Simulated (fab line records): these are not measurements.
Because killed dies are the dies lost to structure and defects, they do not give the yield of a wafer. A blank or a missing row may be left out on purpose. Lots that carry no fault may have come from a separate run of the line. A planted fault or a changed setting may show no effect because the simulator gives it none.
What tool caused it? + flow n5-finfet + 32 wafers from 11 lots sampled at 5 of the route's 1938 steps

## WHAT EACH GAUGE READ, for each wafer
No reading from a measuring or inspecting step in the record can be judged against a usual standard deviation.

## WHAT TOOL EACH LOT RAN ON (gives the tool, then ch and the chambers of the sampled wafers, and finally the start)
| lot  | N5_BEOL_M11_STRIP_36               | N5_BEOL_M11_CURE_72           | N5_BEOL_M11_DEGAS_44         | N5_BEOL_M11_ALD_74                  | N5_PASSIVATION_PROBE_49 |
|------|------------------------------------|-------------------------------|------------------------------|-------------------------------------|-------------------------|
| L567 | rie-diel-02 ch 0,1,2, day 11 14:10 | uv-cure-01 ch 0, day 11 14:34 | pvd-sputter-03, day 11 14:58 | ald-metal-01 ch 1,3, day 11 15:04   | prober-01, day 13 02:55 |
| L568 | rie-diel-04 ch 0,1, day 11 14:20   | uv-cure-02 ch 1, day 11 14:45 | pvd-sputter-03, day 11 15:38 | ald-metal-04 ch 1,2, day 11 15:44   | -                       |
| L570 | rie-diel-04 ch 0,1,2, day 13 17:48 | uv-cure-03 ch 0, day 13 18:21 | pvd-sputter-02, day 13 18:31 | ald-metal-04 ch 0,1,2, day 13 18:45 | prober-01, day 15 13:49 |
| L573 | rie-diel-04 ch 0,1,2, day 14 13:24 | uv-cure-01 ch 1, day 14 13:52 | pvd-sputter-01, day 14 14:09 | ald-metal-04 ch 0,1, day 14 14:16   | -                       |
| L572 | rie-diel-04 ch 1,2, day 14 13:52   | uv-cure-03 ch 2, day 14 14:17 | pvd-sputter-02, day 14 14:56 | ald-metal-03 ch 1,2,3, day 14 15:02 | -                       |
| L575 | rie-diel-04 ch 1,2,3, day 15 06:50 | uv-cure-01 ch 2, day 15 07:15 | pvd-sputter-02, day 15 07:53 | ald-metal-04 ch 0,1,3, day 15 07:59 | -                       |
| L578 | rie-diel-06 ch 1,2, day 16 01:33   | uv-cure-03 ch 1, day 16 01:58 | pvd-sputter-01, day 16 04:27 | ald-metal-04 ch 1,3, day 16 04:38   | prober-01, day 17 23:02 |
| L586 | rie-diel-06 ch 2,3, day 18 02:31   | uv-cure-03 ch 0, day 18 02:58 | pvd-sputter-02, day 18 03:22 | ald-metal-01 ch 0,1, day 18 03:28   | -                       |
| L589 | rie-diel-04 ch 1,2, day 18 02:41   | uv-cure-03 ch 1, day 18 03:16 | pvd-sputter-03, day 18 03:33 | ald-metal-03 ch 0,3, day 18 03:39   | -                       |
| L587 | rie-diel-04 ch 0,1,2, day 18 03:32 | uv-cure-03 ch 2, day 18 04:07 | pvd-sputter-01, day 18 04:38 | ald-metal-01 ch 0,2,3, day 18 04:44 | -                       |
| L590 | rie-diel-02 ch 0,1, day 18 05:44   | uv-cure-02 ch 0, day 18 06:09 | pvd-sputter-03, day 18 06:52 | ald-metal-01 ch 1,2,3, day 18 07:04 | -                       |
- N5_BEOL_M11_STRIP_36: strips in N2/H2.
- N5_BEOL_M11_CURE_72: cures SiCOH lowk, time 120 s.
- N5_BEOL_M11_DEGAS_44: time 60 s.
- N5_BEOL_M11_ALD_74: deposits TaN, target thk 2 nm, pulse time 2 s, purge time 3 s.
- N5_PASSIVATION_PROBE_49

## AS READ BY THE TOOLS THEMSELVES (means over the sampled wafers that have a number; for cases with no such wafer, the mark the record gives instead)
N5_BEOL_M11_STRIP_36. Usual: bias-power-w 6.999 W, standard deviation 0.022; drypump-motor-current-A 5.5 A, standard deviation 0.39; oes-product-au 0.83 a.u., standard deviation 0.11; rf-vpp-V 59.2 V, standard deviation 2; showerhead-plenum-p-Torr 2.54 Torr, standard deviation 0.11; throttle-valve-pct 23.60 %, standard deviation 0.29.
| lot  | tool        | bias-power-w (W) | drypump-motor-current-A (A) | oes-product-au (a.u.) | rf-vpp-V (V) | showerhead-plenum-p-Torr (Torr) | throttle-valve-pct (%) | flag |
|------|-------------|------------------|-----------------------------|-----------------------|--------------|---------------------------------|------------------------|------|
| L567 | rie-diel-02 | 6.998            | 5.7                         | 0.89                  | 58.7         | 2.50                            | 23.41                  |      |
| L568 | rie-diel-04 | 6.997            | 6.0                         | 0.82                  | 59.6         | 2.46                            | 23.68                  |      |
| L570 | rie-diel-04 | 7.019            | 5.8                         | 0.85                  | 60.6         | 2.61                            | 23.75                  |      |
| L573 | rie-diel-04 | 6.995            | 5.8                         | 0.82                  | 58.7         | 2.61                            | 23.75                  |      |
| L572 | rie-diel-04 | 6.986            | 5.9                         | 0.84                  | 61.6         | 2.69                            | 23.86                  |      |
| L575 | rie-diel-04 | 7.012            | 5.8                         | 0.86                  | 59.2         | 2.61                            | 23.77                  |      |
| L578 | rie-diel-06 | 6.994            | 5.5                         | 1.00                  | 59.3         | 2.66                            | 23.25                  |      |
| L586 | rie-diel-06 | 6.998            | 5.3                         | 0.85                  | 59.1         | 2.54                            | 23.69                  |      |
| L589 | rie-diel-04 | 6.984            | 6.0                         | 0.80                  | 60.7         | 2.68                            | 23.87                  |      |
| L587 | rie-diel-04 | 6.991            | 5.8                         | 0.79                  | 59.2         | 2.60                            | 23.79                  |      |
| L590 | rie-diel-02 | 6.999            | 5.6                         | 0.81                  | 61.2         | 2.52                            | 23.54                  |      |

N5_BEOL_M11_CURE_72. Usual: lamp-power-pct 52.31 %, standard deviation 0.05; wafer_temp_C_max 371.7, standard deviation 0.51.
| lot  | tool       | lamp-power-pct (%) | wafer_temp_C_max | flag |
|------|------------|--------------------|------------------|------|
| L567 | uv-cure-01 | 52.30              | 372.4            |      |
| L568 | uv-cure-02 | 52.28              | 371.5            |      |
| L570 | uv-cure-03 | 52.29              | 372.4            |      |
| L573 | uv-cure-01 | 52.30              | 371.4            |      |
| L572 | uv-cure-03 | 52.37              | 371.5            |      |
| L575 | uv-cure-01 | 52.34              | 371.3            |      |
| L578 | uv-cure-03 | 52.38              | 372.1            |      |
| L586 | uv-cure-03 | 52.28              | 372.2            |      |
| L589 | uv-cure-03 | 52.29              | 372.0            |      |
| L587 | uv-cure-03 | 52.32              | 371.3            |      |
| L590 | uv-cure-02 | 52.35              | 371.4            |      |

N5_BEOL_M11_DEGAS_44. Usual: heater-power-w at 327 W, with a standard deviation of 26.
| lot  | tool           | heater-power-w (W) | flag |
|------|----------------|--------------------|------|
| L567 | pvd-sputter-03 | 333                |      |
| L568 | pvd-sputter-03 | 325                |      |
| L570 | pvd-sputter-02 | 319                |      |
| L573 | pvd-sputter-01 | 333                |      |
| L572 | pvd-sputter-02 | 319                |      |
| L575 | pvd-sputter-02 | 314                |      |
| L578 | pvd-sputter-01 | 338                |      |
| L586 | pvd-sputter-02 | 326                |      |
| L589 | pvd-sputter-03 | 326                |      |
| L587 | pvd-sputter-01 | 327                |      |
| L590 | pvd-sputter-03 | 360                |      |

N5_BEOL_M11_ALD_74. Usual: chamber-pressure-Torr 3.001 Torr, standard deviation 0.0063; heater-power-w 395 W, standard deviation 40; mfc-carrier-sccm 1499 sccm, standard deviation 4.5.
| lot  | tool         | chamber-pressure-Torr (Torr) | heater-power-w (W) | mfc-carrier-sccm (sccm) | flag |
|------|--------------|------------------------------|--------------------|-------------------------|------|
| L567 | ald-metal-01 | 2.999                        | 411                | 1499                    |      |
| L568 | ald-metal-04 | 2.999                        | 401                | 1493                    |      |
| L570 | ald-metal-04 | 2.998                        | 421                | 1497                    |      |
| L573 | ald-metal-04 | 2.993                        | 399                | 1495                    |      |
| L572 | ald-metal-03 | 2.999                        | 384                | 1499                    |      |
| L575 | ald-metal-04 | 3.012                        | 399                | 1497                    |      |
| L578 | ald-metal-04 | 3.002                        | 361                | 1496                    |      |
| L586 | ald-metal-01 | 3.004                        | 401                | 1499                    |      |
| L589 | ald-metal-03 | 3.001                        | 354                | 1499                    |      |
| L587 | ald-metal-01 | 3.000                        | 388                | 1498                    |      |
| L590 | ald-metal-01 | 3.002                        | 395                | 1500                    |      |

N5_PASSIVATION_PROBE_49. Usual: defect-limited-yield 90.9 %, standard deviation 1.4; killed_at_M0_to_M3 38, standard deviation 11; killed_at_M4_up 13, standard deviation 5.9; killed-at-contacts 14, standard deviation 6.4; killed-at-front-end 38, standard deviation 11; killed-at-other 3.3, standard deviation 2.5; killed-dies 107, standard deviation 16; killed-open 70, standard deviation 12; killed-short 35, standard deviation 7.7; sort_bin_5_function 5.3 %, standard deviation 0.94; sort_bin_6_memory 3.5 %, standard deviation 0.7; sort_bin_8_speed 0.00 %, standard deviation 0.007; sort-n-pass 1073, standard deviation 16; sort-yield-pct 90.9 %, standard deviation 1.4.
| lot  | tool      | defect-limited-yield (%) | killed_at_M0_to_M3 | killed_at_M4_up | killed-at-contacts | killed-at-front-end | killed-at-other | killed-dies | killed-open | killed-short | sort_bin_5_function (%) | sort_bin_6_memory (%) | sort_bin_8_speed (%) | sort-n-pass | sort-yield-pct (%) | flag |
|------|-----------|--------------------------|--------------------|-----------------|--------------------|---------------------|-----------------|-------------|-------------|--------------|-------------------------|-----------------------|----------------------|-------------|--------------------|------|
| L567 | prober-01 | 91.0                     | 42                 | 10              | 18                 | 34                  | 1.3             | 105         | 69          | 35           | 5.4                     | 3.3                   | 0.00                 | 1075        | 91.0               |      |
| L570 | prober-01 | 88.5                     | 32                 | 12              | 28                 | 62                  | 2.0             | 136         | 86          | 48           | 6.6                     | 4.4                   | 0.00                 | 1044        | 88.5               |      |
| L578 | prober-01 | 89.8                     | 44                 | 21              | 19                 | 34                  | 3.0             | 120         | 82          | 38           | 5.7                     | 4.3                   | 0.00                 | 1060        | 89.8               |      |

## THE ANSWER, worked out from the rows above alone
Rule: a lot counts as off when the mean over its wafers that have a number is more than 3 standard deviations away from the usual mean. A lot without any number at a reading at which 4 lots or more have one is off too. Where the step has rows for the other lots, those lots are counted as sound. The gauges are gone through in route order, then the tools' own readings, and for those a lot's mean is taken as printed above. The first step at which some lot is off is used, and at that step the reading that is off furthest; a lot without a number counts as furthest.
No lot is off at any reading shown: from this, nothing can be told.

## WHAT HAD BEEN PUT IN BY THE SIMULATOR
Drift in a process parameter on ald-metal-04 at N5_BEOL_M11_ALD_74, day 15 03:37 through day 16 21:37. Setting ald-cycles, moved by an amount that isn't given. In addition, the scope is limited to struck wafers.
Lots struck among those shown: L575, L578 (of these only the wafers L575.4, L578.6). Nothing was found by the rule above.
